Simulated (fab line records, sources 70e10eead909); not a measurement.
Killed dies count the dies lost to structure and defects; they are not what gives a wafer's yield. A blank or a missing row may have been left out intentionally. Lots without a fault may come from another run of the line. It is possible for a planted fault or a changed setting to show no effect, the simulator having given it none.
Matching of chambers    flow nand harc    NHARC_P_M1_PRE_CLEAN_32 on pecvd-01 has 3 sister chambers
The step time 12 s. 16 wafers are shown with their chamber, then 8 later ones without.

== EACH WAFER AND ITS CHAMBER ==
wafer   chamber  heater power w (W)
L076.1  0        572
L076.3  2        583
L076.6  0        566
L079.3  0        532
L079.4  2        599
L079.6  0        551
L082.2  0        601
L082.4  0        601
L082.6  2        545
L083.2  0        593
L083.3  1        554
L083.5  2        538
L084.1  1        543
L084.2  2        624
L084.3  0        542
L086.2  0        590

SIGNATURES, as means of the wafers listed above
reading         chamber 0  chamber 1  chamber 2  scatter within a chamber
heater power w  572.00     548.50     577.80     28.8
Rule: for each reading, subtract the chamber's mean from the wafer's reading, divide by that reading's scatter and square the result; add these up over the readings and take the root, which gives the wafer's distance from the chamber. If the next closest chamber is less than 2 further off than the closest, the wafer can't be placed; otherwise it belongs to the closest. The scatter: take each reading less its chamber's mean, square it, sum over the shown wafers, divide by the number of wafers less the number of chambers, and take the root.

== WAFERS MISSING THEIR CHAMBER ==
wafer   heater power w (W)
L086.4  584
L086.6  622
L088.3  638
L088.5  595
L088.6  638
L097.1  568
L097.3  603
L097.4  624

== WHICH CHAMBER EACH ONE RAN IN ==
wafer   from the rows above           in truth
L086.4  can't be placed: 2 or 0 or 1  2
L086.6  can't be placed: 2 or 0 or 1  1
L088.3  can't be placed: 2 or 0 or 1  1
L088.5  can't be placed: 2 or 0 or 1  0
L088.6  can't be placed: 2 or 0 or 1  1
L097.1  can't be placed: 0 or 2 or 1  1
L097.3  can't be placed: 2 or 0 or 1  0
L097.4  can't be placed: 2 or 0 or 1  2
Correctly placed: 0 of 8. Cannot be placed on the basis of these rows: 8; the candidates contain the true chamber in 8. Placed wrongly: 0.
